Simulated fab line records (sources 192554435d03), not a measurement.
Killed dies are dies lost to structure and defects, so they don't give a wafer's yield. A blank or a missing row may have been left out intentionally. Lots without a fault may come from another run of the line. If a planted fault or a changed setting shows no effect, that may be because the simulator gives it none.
Matching of chambers || flow n5_finfet || N5_BEOL_M9_DESCUM_16 on rie_diel-03 has 4 sister chambers
The step chemistry O2, time 7.9 s. 8 wafers are shown with their chamber, then 7 later ones without.

## EACH WAFER AND ITS CHAMBER
{"wafer": "L455.5", "chamber": 2, "throttle_valve_pct (%)": 20.53, "oes_product_au (a.u.)": 0.78}
{"wafer": "L454.2", "chamber": 2, "throttle_valve_pct (%)": 20.52, "oes_product_au (a.u.)": 0.79}
{"wafer": "L454.6", "chamber": 1, "throttle_valve_pct (%)": 20.71, "oes_product_au (a.u.)": 0.82}
{"wafer": "L457.3", "chamber": 1, "throttle_valve_pct (%)": 20.73, "oes_product_au (a.u.)": 0.80}
{"wafer": "L458.1", "chamber": 3, "throttle_valve_pct (%)": 20.54, "oes_product_au (a.u.)": 0.75}
{"wafer": "L458.6", "chamber": 0, "throttle_valve_pct (%)": 20.31, "oes_product_au (a.u.)": 0.89}
{"wafer": "L456.2", "chamber": 3, "throttle_valve_pct (%)": 20.55, "oes_product_au (a.u.)": 0.75}
{"wafer": "L456.4", "chamber": 0, "throttle_valve_pct (%)": 20.31, "oes_product_au (a.u.)": 0.88}

## WAFERS WITH NO CHAMBER GIVEN
{"wafer": "L456.6", "throttle_valve_pct (%)": 20.52, "oes_product_au (a.u.)": 0.77}
{"wafer": "L459.1", "throttle_valve_pct (%)": 20.55, "oes_product_au (a.u.)": 0.76}
{"wafer": "L459.4", "throttle_valve_pct (%)": 20.74, "oes_product_au (a.u.)": 0.80}
{"wafer": "L459.5", "throttle_valve_pct (%)": 20.74, "oes_product_au (a.u.)": 0.80}
{"wafer": "L461.3", "throttle_valve_pct (%)": 20.31, "oes_product_au (a.u.)": 0.87}
{"wafer": "L461.5", "throttle_valve_pct (%)": 20.56, "oes_product_au (a.u.)": 0.75}
{"wafer": "L461.6", "throttle_valve_pct (%)": 20.54, "oes_product_au (a.u.)": 0.76}

## THE CHAMBER EACH PASSED THROUGH
{"wafer": "L456.6", "from the rows above": "can't be placed: 2 or 3", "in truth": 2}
{"wafer": "L459.1", "from the rows above": 3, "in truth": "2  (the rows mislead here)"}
{"wafer": "L459.4", "from the rows above": 1, "in truth": 1}
{"wafer": "L459.5", "from the rows above": 1, "in truth": 1}
{"wafer": "L461.3", "from the rows above": 0, "in truth": 0}
{"wafer": "L461.5", "from the rows above": 3, "in truth": 3}
{"wafer": "L461.6", "from the rows above": 3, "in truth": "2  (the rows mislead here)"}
Correctly placed: 4 of 7. Can't be placed from these rows: 1 (the true chamber is among the candidates in 1). Wrongly placed: 2.
How it was worked out, from the rows above alone: a wafer's distance from a chamber is the root of the sum, over the readings, of the square of ((its reading less the chamber's mean) divided by the reading's scatter). The wafer belongs to the nearest chamber; if the next one is less than 2 further off, it can't be placed. The mean given for a chamber averages the wafers shown for that chamber. The scatter: take each reading less its chamber's mean, square it, sum over the shown wafers, divide by the number of wafers less the number of chambers, and take the root.
